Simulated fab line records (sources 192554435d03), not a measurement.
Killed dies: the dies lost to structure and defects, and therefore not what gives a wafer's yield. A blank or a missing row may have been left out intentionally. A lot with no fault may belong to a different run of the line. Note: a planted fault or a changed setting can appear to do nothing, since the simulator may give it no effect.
Shared-tool check    flow n5 finfet    Sample size 9 lots and 27 wafers

## WHY IT WAS OPENED
At N5_SD_EPI_N_EPI_MEAS_23 the reading thk nm is flagged on 2 of 9 lots. Wafers without a fault read 59.1 nm, standard deviation 1.2.
Rule: a lot gets a flag if all its wafers with a number sit over 4 standard deviations from that mean, or if no wafer of it has a number. As for the other lots, they are considered sound.

lot   measured     on             thk nm (nm), wafer by wafer  flag
L259  day 3 12:16  film metro-02  59.0 60.0 59.2               
L261  day 3 22:01  film metro-02  59.0 59.5 56.3               
L266  day 5 05:51  film metro-02  70.2 70.8 72.3               FLAGGED
L269  day 5 22:44  film metro-02  73.5 70.3 71.6               FLAGGED
L272  day 6 17:01  film metro-02  56.1 57.3 57.3               
L277  day 8 02:01  film metro-02  57.0 60.2 60.8               
L279  day 8 14:36  film metro-01  59.9 59.3 59.7               
L280  day 8 17:55  film metro-02  58.8 59.9 59.2               
L281  day 9 03:06  film metro-02  58.6 60.5 58.4               
The numbers of the flagged lots are 71.5 nm on average: +12.4 nm against the usual, or +10 standard deviations.

## WHICH TOOL RAN EACH LOT
Before the reading, the record contains 3 process steps out of a 1938-step route. Cell contents, in order: the tool; ch with the chambers the sampled wafers went through; the start.
lot   flag     N5_DUMMY_GATE_STRIP_48             N5_SD_EPI_N_STRIP_38                 N5_SD_EPI_N_EPI_21
L259           rie diel-04 ch 0,3, day 3 07:20    plasma asher-01 ch 0,1, day 3 09:25  epi rpcvd-04 ch 0, day 3 11:05
L261           rie diel-02 ch 0,1,3, day 3 17:14  plasma asher-01 ch 0,1, day 3 19:23  epi rpcvd-01 ch 0, day 3 20:17
L266  FLAGGED  rie diel-02 ch 0,1,2, day 5 01:05  plasma asher-01 ch 0,1, day 5 03:14  epi rpcvd-02 ch 0, day 5 04:08
L269  FLAGGED  rie diel-02 ch 0,3, day 5 17:31    plasma asher-01 ch 1, day 5 20:07    epi rpcvd-02 ch 0, day 5 21:02
L272           rie diel-06 ch 0,3, day 6 11:38    plasma asher-02 ch 0,1, day 6 13:41  epi rpcvd-01 ch 0, day 6 15:28
L277           rie diel-06 ch 0,1,3, day 7 19:44  plasma asher-02 ch 0,1, day 7 22:40  epi rpcvd-04 ch 0, day 8 00:28
L279           rie diel-04 ch 1,2, day 8 09:23    plasma asher-02 ch 1, day 8 11:59    epi rpcvd-04 ch 0, day 8 12:53
L280           rie diel-06 ch 0,1,2, day 8 11:49  plasma asher-02 ch 0,1, day 8 15:16  epi rpcvd-02 ch 0, day 8 16:28
L281           rie diel-04 ch 0,2,3, day 8 18:55  plasma asher-02 ch 0, day 8 21:39    epi rpcvd-01 ch 0, day 8 23:05
What these steps do:
- N5_DUMMY_GATE_STRIP_48: strips in N2/H2, time 20 s.
- N5_SD_EPI_N_STRIP_38: strips in N2/H2.
- N5_SD_EPI_N_EPI_21: deposits Si:P, time 690 s.
- N5_SD_EPI_N_EPI_MEAS_23

## FLAGGED AGAINST TOTAL, ONE TOOL AT A TIME (gauges that did the reading follow at the end)
step                     tool             lots run  flagged  share of the flagged lots  sound lots run after its first flagged lot
N5_DUMMY_GATE_STRIP_48   rie diel-02      3         2        all                        0
N5_DUMMY_GATE_STRIP_48   rie diel-04      3         0        none                       -
N5_DUMMY_GATE_STRIP_48   rie diel-06      3         0        none                       -
N5_SD_EPI_N_STRIP_38     plasma asher-01  4         2        all                        0
N5_SD_EPI_N_STRIP_38     plasma asher-02  5         0        none                       -
N5_SD_EPI_N_EPI_21       epi rpcvd-01     3         0        none                       -
N5_SD_EPI_N_EPI_21       epi rpcvd-02     3         2        all                        1 (L280)
N5_SD_EPI_N_EPI_21       epi rpcvd-04     3         0        none                       -
N5_SD_EPI_N_EPI_MEAS_23  film metro-01    1         0        none                       -
N5_SD_EPI_N_EPI_MEAS_23  film metro-02    8         2        all                        4 (L272,L277,L280,L281)

## WHAT IS ALLOWED BY THE TABLE
4 rows of the table ran every flagged lot: rie diel-02 at N5_DUMMY_GATE_STRIP_48, plasma asher-01 at N5_SD_EPI_N_STRIP_38, epi rpcvd-02 at N5_SD_EPI_N_EPI_21, film metro-02 at N5_SD_EPI_N_EPI_MEAS_23.
- rie diel-02 at N5_DUMMY_GATE_STRIP_48 ran 3 lots, 2 of them flagged. It ran its last sound lot, L261, at day 3 17:14 and its first flagged lot, L266, at day 5 01:05: a fault with its onset between the two fits.
- plasma asher-01 at N5_SD_EPI_N_STRIP_38 ran 4 lots, 2 of them flagged. It ran its last sound lot, L261, at day 3 19:23 and its first flagged lot, L266, at day 5 03:14: a fault with its onset between the two fits.
- epi rpcvd-02 at N5_SD_EPI_N_EPI_21 ran 3 lots, 2 of them flagged. Lots that were sound ran on it after the first flagged one (L280); a persistent fault on the entire tool would not allow that. Its own readings (chamber pressure Torr) fall more than 4 standard deviations out on all wafers of the flagged lots.
- film metro-02 at N5_SD_EPI_N_EPI_MEAS_23 ran 8 lots, 2 of them flagged. Lots that were sound ran on it after the first flagged one (L272, L277, L280, L281); a persistent fault on the entire tool would not allow that.
Counting lots can't tell these 2 tools apart, because each fits a fault that began at some hour. More lots, or a look at what each step does to the wafer, might.

## WHAT THE SIMULATOR HAD INSERTED
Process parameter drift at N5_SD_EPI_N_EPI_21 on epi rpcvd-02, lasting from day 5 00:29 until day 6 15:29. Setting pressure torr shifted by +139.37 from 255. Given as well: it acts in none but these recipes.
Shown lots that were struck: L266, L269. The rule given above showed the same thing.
